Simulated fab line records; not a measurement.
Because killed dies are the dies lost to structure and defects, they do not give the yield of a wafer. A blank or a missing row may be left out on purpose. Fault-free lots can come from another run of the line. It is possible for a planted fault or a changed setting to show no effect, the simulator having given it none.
Chamber matching | flow n5Finfet | N5_FIN_SAQP_PECVD_06 on pecvd-04 has 3 sister chambers
The step deposits a-Si from SiH4/He, target thk 60 nm, time 48.1 s. 6 wafers are shown with their chamber, then 9 later ones without.

EACH WAFER AND ITS CHAMBER
wafer  | chamber | showerheadPlenumPTorr (Torr) | throttleValvePct (%)
L085.1 | 0       | 5.60                         | 18.7
L086.5 | 1       | 5.72                         | 17.6
L086.6 | 2       | 5.63                         | 17.7
L091.1 | 0       | 5.59                         | 18.3
L091.2 | 1       | 5.72                         | 17.5
L091.3 | 2       | 5.64                         | 17.8

WAFERS WHOSE CHAMBER IS MISSING
wafer  | showerheadPlenumPTorr (Torr) | throttleValvePct (%)
L092.1 | 5.72                         | 17.5
L092.2 | 5.64                         | 18.0
L092.5 | 5.64                         | 17.9
L095.4 | 5.62                         | 17.7
L095.5 | 5.69                         | 17.5
L095.6 | 5.59                         | 18.6
L097.3 | 5.64                         | 18.3
L097.4 | 5.71                         | 18.0
L097.5 | 5.71                         | 17.5

EACH ONE'S CHAMBER
wafer  | from the rows above | in truth
L092.1 | 1                   | 1
L092.2 | 2                   | 2
L092.5 | 2                   | 2
L095.4 | 2                   | 2
L095.5 | 1                   | 1
L095.6 | 0                   | 0
L097.3 | 2                   | 2
L097.4 | 1                   | 1
L097.5 | 1                   | 1
Correctly placed: 9 of 9. Can't be placed from these rows: 0. Placed wrongly: 0.
How it was worked out, from the rows above alone: a wafer's distance from a chamber is the root of the sum, over the readings, of the square of ((its reading less the chamber's mean) divided by the reading's scatter). The wafer belongs to the nearest chamber; if the next one is less than 2 further off, it can't be placed. For every chamber, the mean is computed from those of its wafers that are shown. The scatter is the square root of a quotient: the sum, over the shown wafers, of each reading's squared deviation from its chamber's mean, divided by wafers minus chambers.
